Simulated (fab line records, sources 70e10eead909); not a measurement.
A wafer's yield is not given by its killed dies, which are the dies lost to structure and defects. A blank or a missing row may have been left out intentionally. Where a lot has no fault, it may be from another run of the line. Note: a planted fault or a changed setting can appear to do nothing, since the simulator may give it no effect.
Chamber matching	flow nand_harc	pecvd-02 running NHARC_A_STAIRCASE_DEP_151: 3 sister chambers
The step deposits SiO2, target thk 7200 nm. 20 wafers are shown with their chamber, then 10 later ones without.

== EACH WAFER AND ITS CHAMBER ==
wafer	chamber	heater_power_w (W)
L074.3	0	857
L074.5	0	714
L074.6	1	681
L077.2	2	593
L077.5	1	668
L077.6	0	703
L079.1	1	752
L079.3	2	602
L079.5	2	536
L082.2	0	757
L082.4	0	715
L082.6	2	541
L084.1	2	522
L084.2	1	817
L084.4	2	538
L088.1	0	861
L088.2	2	592
L088.3	1	830
L090.2	0	754
L090.5	2	541

SIGNATURES, as means of the wafers listed above
reading	chamber 0	chamber 1	chamber 2	scatter within a chamber
heater_power_w	765.86	749.60	558.12	57.5
Rule: a wafer lies at a distance from a chamber equal to the root of the sum of squares, over the readings, of (its reading less the chamber's mean, divided by the reading's scatter). If the next closest chamber is less than 2 further off than the closest, the wafer can't be placed; otherwise it belongs to the closest. The scatter is the square root of a quotient: the sum, over the shown wafers, of each reading's squared deviation from its chamber's mean, divided by wafers minus chambers.

== WAFERS WHOSE CHAMBER IS MISSING ==
wafer	heater_power_w (W)
L090.6	662
L091.1	847
L091.3	652
L091.5	707
L095.1	894
L095.4	511
L095.5	661
L096.2	791
L096.3	915
L096.6	663

== EACH ONE'S CHAMBER ==
wafer	from the rows above	in truth
L090.6	can't be placed: 1 or 0 or 2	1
L091.1	can't be placed: 0 or 1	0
L091.3	can't be placed: 2 or 1 or 0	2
L091.5	can't be placed: 1 or 0 or 2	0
L095.1	can't be placed: 0 or 1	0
L095.4	2	2
L095.5	can't be placed: 1 or 2 or 0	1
L096.2	can't be placed: 0 or 1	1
L096.3	can't be placed: 0 or 1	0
L096.6	can't be placed: 1 or 0 or 2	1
Placed correctly: 1 of 10. Unplaceable from these rows: 9, with the true chamber sitting among the candidates in 9. Wrongly placed: 0.
